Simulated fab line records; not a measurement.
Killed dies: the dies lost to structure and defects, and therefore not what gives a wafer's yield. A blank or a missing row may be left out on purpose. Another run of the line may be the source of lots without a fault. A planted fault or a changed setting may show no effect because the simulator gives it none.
Matching of chambers | flow nand harc | 4 sister chambers for NHARC_P_CONTACT_CMP_01 on cmp-02
The step polishes SiO2, target thk 200 nm. 8 wafers are shown with their chamber, then 8 later ones without.

== WAFERS, EACH WITH ITS CHAMBER ==
wafer  | chamber | motor current A (A)
L074.3 | 0       | 11.5
L081.2 | 0       | 11.0
L084.5 | 2       | 11.6
L084.6 | 1       | 9.7
L088.1 | 2       | 11.6
L088.2 | 1       | 10.4
L088.3 | 3       | 13.2
L090.3 | 3       | 12.9

== WAFERS MISSING THEIR CHAMBER ==
wafer  | motor current A (A)
L090.4 | 12.2
L090.6 | 12.5
L091.2 | 11.6
L091.5 | 9.7
L091.6 | 12.3
L095.1 | 13.2
L095.2 | 10.3
L095.3 | 12.0

== CHAMBER TAKEN BY EACH ==
wafer  | from the rows above          | in truth
L090.4 | can't be placed: 2 or 3 or 0 | 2
L090.6 | can't be placed: 3 or 2      | 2
L091.2 | can't be placed: 2 or 0      | 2
L091.5 | 1                            | 1
L091.6 | can't be placed: 2 or 3 or 0 | 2
L095.1 | 3                            | 3
L095.2 | 1                            | 1
L095.3 | can't be placed: 2 or 0      | 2
Correctly placed: 3 of 8. These rows do not allow placing 5 (true chamber among the candidates in 5). Placed wrongly: 0.
How it was worked out, from the rows above alone: a wafer's distance from a chamber is the root of the sum, over the readings, of the square of ((its reading less the chamber's mean) divided by the reading's scatter). The wafer belongs to the nearest chamber; if the next one is less than 2 further off, it can't be placed. The mean given for a chamber averages the wafers shown for that chamber. The scatter: the root of (the sum of the squares of (reading less its chamber's mean) over the shown wafers, divided by (wafers less chambers)).
